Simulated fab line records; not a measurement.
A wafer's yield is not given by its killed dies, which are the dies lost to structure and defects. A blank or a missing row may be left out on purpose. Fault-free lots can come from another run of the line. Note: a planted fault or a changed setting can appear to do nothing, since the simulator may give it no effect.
Code-filled problem report in 8D (eight disciplines) form    flow n5 finfet    the parts of the form that need people (team, actions taken, sign-off) are left out

== 1. THE PROBLEM ==
Wafers without a fault read 1500.1 rpm, standard deviation 0.96; spin speed rpm at N5_BEOL_M5_COAT_65 reads a mean of 1288.3 rpm on 6 wafers belonging to 2 lots. So: -99 or more standard deviations from the usual mean.
The step: time 60 s, resist thk 60 nm.
Earliest sighting: wafer L594.3 on litho track-04 at day 14 02:59. The record has a number at this step for 12 wafers belonging to 4 lots. The rule behind "out" and "out of limits": a value lying over 4 standard deviations away from the usual mean. Any other wafer with a number is counted as sound.

== 2. WHAT IT IS AND WHAT IT IS NOT ==
question                     is                      is not
which readings at this step  spin speed rpm          -
which lots                   L594, L597              L586, L601
which wafers of those lots   all that have a number  -
read on which tools          litho track-04          litho track-05
when                         from day 14 02:59       up to then (3 sound wafers); but 3 sound wafers of L601 came after

== 3. THE SUSPECTS, EACH WITH WHAT RULES IT OUT ==
Counting: a tool at a process step up to the reading stays a suspect if it ran every lot that is out and no sound lot after the first of them.
- litho track-04 at N5_BEOL_M5_COAT_65 (time 60 s, resist thk 60 nm): kept. All lots that are out passed through it, beginning with L594 at day 14 02:59, and no sound lot followed; its final sound lot before that point was L586 at day 10 15:29. Out on those wafers are its own readings of spin speed rpm.
Left after counting: litho track-04 at N5_BEOL_M5_COAT_65.

== 4. THE CAUSE (what the simulator had put in) ==
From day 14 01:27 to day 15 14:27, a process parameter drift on litho track-04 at N5_BEOL_M5_COAT_65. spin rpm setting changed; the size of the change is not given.
The count eliminated every tool but this one.

== 5. THE CHAIN OF EFFECTS, in route order ==
One row per reading whose mean, taken over the struck wafers that have a number, lies over 3 standard deviations from the usual. Readings are gone through only where the record gives a usual standard deviation; hours: the median, over the lots, of the time from a lot's start at the first step in this table giving one to that lot's start at this step; sigmas: the change measured in usual standard deviations.
hours  step                reading         usual       on struck wafers  change  sigmas
0      N5_BEOL_M5_COAT_65  spin speed rpm  1500.1 rpm  1288.3            -211.8  -99 or more
It contains these process steps:
- N5_BEOL_M5_COAT_65: time 60 s, resist thk 60 nm.

== 6. WHAT WOULD HAVE CAUGHT IT SOONER ==
First out-of-limits reading in this record: day 14 02:59, which is 2 hours after fault onset at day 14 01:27.
